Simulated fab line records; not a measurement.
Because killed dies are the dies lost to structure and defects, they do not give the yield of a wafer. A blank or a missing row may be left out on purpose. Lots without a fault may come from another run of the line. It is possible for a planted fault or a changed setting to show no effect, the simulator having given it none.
Comparing a struck lot with a sound one	flow nand-harc	15 out of 1159 route steps
Sound: these wafers, L622.2, L622.3, L622.4. Struck: wafer L618.5; the same lot's L618.3 was not struck, so it is left out; see the end for the cause.
Each step with rows lists, per side, the tool, then ch with its chambers, then its first start. Under that, the readings that differ: sound wafers	struck wafers	difference of the means	sigmas: that difference in standard deviations of wafers without a fault.
alike: words and numbers the same on both sides, and readings whose means are apart by under 2 such deviations; not compared: readings that were withheld, readings missing a value for some wafer, numbers with overlapping values and no deviation given by the record, and bounds like >300 which may hide the same value.
Wherever a step has rows on one side only, a row that says differs or no value, or a row with sigmas, the two part there. Numbers that don't overlap but have no deviation are shown without sigmas and don't part them. A reading that every wafer of one side lacks parts them only if that side has two wafers or more.

first, 1 step without rows for these wafers: NHARC_A_ONON_D1_DEP_12 (target thk 1000 nm).
NHARC_A_ONON_D1_THK_MEAS_14: measures by ellipsometry.
  sound on film-metro-01, day 11 12:47; struck on film-metro-02, day 10 20:11
  alike: thk-nm
then, 2 steps without rows for these wafers: NHARC_A_ONON_D1_ANNEAL_15 (time 3600 s); NHARC_A_ONON_D1_DEP_16 (target thk 1000 nm).
NHARC_A_ONON_D1_THK_MEAS_18: measures by ellipsometry.
  sound on film-metro-02, day 11 20:49; struck on film-metro-02, day 11 03:01
  alike: thk-nm
next comes 1 step that has no rows for these wafers: NHARC_A_ONON_D1_DEP_19 (target thickness 1000 nm).
NHARC_A_ONON_D1_THK_MEAS_21: measures by ellipsometry.
  sound on film-metro-01, day 11 21:23; struck on film-metro-02, day 11 03:35
  alike: thk-nm
next comes 1 step that has no rows for these wafers: NHARC_A_ONON_D1_DEP_22 (target thickness 1000 nm).
NHARC_A_ONON_D1_THK_MEAS_24: measures by ellipsometry.
  sound on film-metro-02, day 11 21:56; struck on film-metro-02, day 11 04:09
reading	sound	struck	difference	sigmas
thk-nm (nm)	990 990 991	1013	+23	+2
next comes 1 step that has no rows for these wafers: NHARC_A_ONON_D1_DEP_25 (target thickness 1000 nm).
NHARC_A_ONON_D1_THK_MEAS_27: measures by ellipsometry.
  sound on film-metro-01, day 11 22:31; struck on film-metro-02, day 11 04:43
  alike: thk-nm
NHARC_A_ONON_D1_DEP_28: target thk 1000 nm.
  sound on pecvd-onon-03 ch 0, day 11 22:38; struck on pecvd-onon-02 ch 0, day 11 04:53
NHARC_A_ONON_D1_THK_MEAS_30: measures by ellipsometry.
  sound on film-metro-01, day 11 23:05; struck on film-metro-02, day 11 05:17
reading	sound	struck	difference	sigmas
thk-nm (nm)	986 989 988	667	-321	-29
NHARC_A_ONON_D1_DEP_33: deposits SiO2, target thk 200 nm.
  sound on pecvd-04 ch 0,2, day 11 23:26; struck on pecvd-03 ch 1, day 11 05:56
reading	sound	struck	difference	sigmas
showerhead-vpp-V (V)	2072 1881 2073	1676	-333	-3
throttle-valve-pct (%)	16.0 16.0 16.3	17.7	+1.6	+2
  alike: heater-power-w
-- break in the record here, with 11 days between the starts of the struck wafers on either side (left off in module A_ONON_D1, picked up again in module END, where the first step shown is number 1159 on the route) --
NHARC_END_SORT_01:
  at this point the record logs the struck wafers (prober-02 ch 0, day 22 13:07) and has no rows for the sound ones

== WHERE THEY PART ==
Earliest at NHARC_A_ONON_D1_THK_MEAS_24; latest, in this record, at NHARC_END_SORT_01.

WHY: whatever the simulator had introduced
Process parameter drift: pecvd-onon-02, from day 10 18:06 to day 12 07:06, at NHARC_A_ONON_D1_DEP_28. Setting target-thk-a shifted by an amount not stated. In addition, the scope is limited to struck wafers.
